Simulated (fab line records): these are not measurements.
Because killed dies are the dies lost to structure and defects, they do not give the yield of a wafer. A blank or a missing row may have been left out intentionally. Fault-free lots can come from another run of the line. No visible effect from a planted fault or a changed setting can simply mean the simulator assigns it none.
8D (eight disciplines) problem report, filled in by code :: flow n5Finfet :: the parts of the form that need people (team, actions taken, sign-off) are left out

1. PROBLEM STATEMENT
Mean of trenchDepthNm at N5_BEOL_M2_OCD_MEAS_38: 27.5 nm over 3 wafers from 1 lot, against 55.8 nm (standard deviation 1.1) on wafers with no fault. Relative to the usual mean, that is a shift of -26 standard deviations.
Seen first at day 10 11:25 on ocd-02, wafer L523.1. At this step, 23 wafers from 8 lots have a number in the record. The rule behind "out" and "out of limits": a value lying over 4 standard deviations away from the usual mean. The other wafers with a number count as sound.

2. WHAT THIS IS AND IS NOT
question: which readings at this step
is: trenchDepthNm
is not: -

question: which lots
is: L523
is not: L509, L512, L515, L522, L526, L529, L531

question: which wafers of those lots
is: all that have a number
is not: -

question: read on which gauges
is: ocd-02
is not: -

question: when
is: from day 10 11:25
is not: up to then (11 sound wafers); but 9 sound wafers of L526, L529, L531 came after

3. THE SUSPECTS, EACH WITH WHAT RULES IT OUT
Counting: a tool at a process step up to the reading stays a suspect if it ran every lot that is out and no sound lot after the first of them.
- the gauge at N5_BEOL_M2_OCD_MEAS_38 is ruled out. All the wafers that are out were read on ocd-02, but those of them that N5_BEOL_M2_THK_MEAS_53 has rows for are out there too, on other tools.
- rieDiel-01 at N5_BEOL_M2_ETCH_77 (etches underlayer in N2/H2, target depth 6.5 nm, time 5.2 s): kept. It ran the lot that is out, L523 (day 10 10:44), and no sound lot after that.
- rieDiel-01 at N5_BEOL_M2_TRENCH_ETCH_37 (etches SiOC in C4F6/O2, target depth 55.555 nm, time 29.2 s): kept. It ran the lot that is out, L523 (day 10 11:16), and no sound lot after that; its last sound lot up to then is L522 (day 10 08:28).
- rieDiel-01 at N5_BEOL_M2_STRIP_97 (strips in N2/H2, time 10 s): kept. It ran the lot that is out, L523 (day 10 11:25), and no sound lot after that; its last sound lot up to then is L522 (day 10 08:37). N5_BEOL_M2_STRIP_97: start missing for some lots; hours and lot order therefore follow N5_BEOL_M2_OCD_MEAS_38.
After the count, these remain: rieDiel-01 at N5_BEOL_M2_ETCH_77, rieDiel-01 at N5_BEOL_M2_TRENCH_ETCH_37 and rieDiel-01 at N5_BEOL_M2_STRIP_97.

4. THE CAUSE (what the simulator had put in)
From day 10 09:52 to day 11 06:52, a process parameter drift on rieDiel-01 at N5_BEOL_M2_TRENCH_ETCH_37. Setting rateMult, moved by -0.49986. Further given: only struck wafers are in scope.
Counting leaves 3 suspects; this tool is one of them.

5. THE EFFECT CHAIN, in route order
Each row: a reading where the mean over the struck wafers with a number is more than 3 standard deviations away from the usual. Only readings for which the record gives a usual standard deviation are gone through. hours: the time from each lot's start at the first step in this table that gives one to its start at this step, as a median over the lots. sigmas: the change in usual standard deviations.
hours: 0
step: N5_BEOL_M2_OCD_MEAS_38
reading: trenchDepthNm
usual: 55.8 nm
on struck wafers: 27.5
change: -28.3
sigmas: -26

hours: 6
step: N5_BEOL_M2_THK_MEAS_53
reading: M2_THK
usual: 40.8 nm
on struck wafers: 12.9
change: -27.9
sigmas: -15

hours: 6
step: N5_BEOL_M2_RS_MEAS_58
reading: M2_RS
usual: 0.67 ohm/sq
on struck wafers: 3.31
change: +2.64
sigmas: +68

hours: 157
step: N5_PASSIVATION_PROBE_49
reading: defectLimitedYield
usual: 91.1 %
on struck wafers: 0.1
change: -91.0
sigmas: -65

hours: 157
step: N5_PASSIVATION_PROBE_49
reading: killed_at_M0_to_M3
usual: 36
on struck wafers: 1116
change: +1080
sigmas: +99 or more

hours: 157
step: N5_PASSIVATION_PROBE_49
reading: killedDies
usual: 105
on struck wafers: 1179
change: +1074
sigmas: +63

hours: 157
step: N5_PASSIVATION_PROBE_49
reading: killedOnRim
usual: 15
on struck wafers: 152
change: +137
sigmas: +35

hours: 157
step: N5_PASSIVATION_PROBE_49
reading: sort_bin_5_function
usual: 5.3 %
on struck wafers: 96.4
change: +91.1
sigmas: +91

hours: 157
step: N5_PASSIVATION_PROBE_49
reading: sortNPass
usual: 1075
on struck wafers: 1
change: -1074
sigmas: -63

hours: 157
step: N5_PASSIVATION_PROBE_49
reading: sortYieldPct
usual: 91.1 %
on struck wafers: 0.1
change: -91.0
sigmas: -65
Here are the process steps it includes:
- N5_PASSIVATION_PROBE_49
At these later measuring or inspecting steps, every struck wafer for which the step has a row has a number for every such reading, and none has moved that far: N5_BEOL_M2_CD_MEAS_35.

6. WHAT WOULD HAVE CAUGHT IT SOONER
Counted from the fault's start at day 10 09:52, it took 2 hours until the first out-of-limits reading at a measuring or inspecting step in this record, taken at day 10 11:25.
No tool reading at N5_BEOL_M2_TRENCH_ETCH_37 that has a usual standard deviation in the record was out on any struck wafer, so an alarm limit of 4 standard deviations on those readings would not have fired.
All the lots that are out (1) had begun N5_BEOL_M2_TRENCH_ETCH_37 on rieDiel-01 by day 10 11:25. Had the tool been put on hold then, not one of them would have been saved.
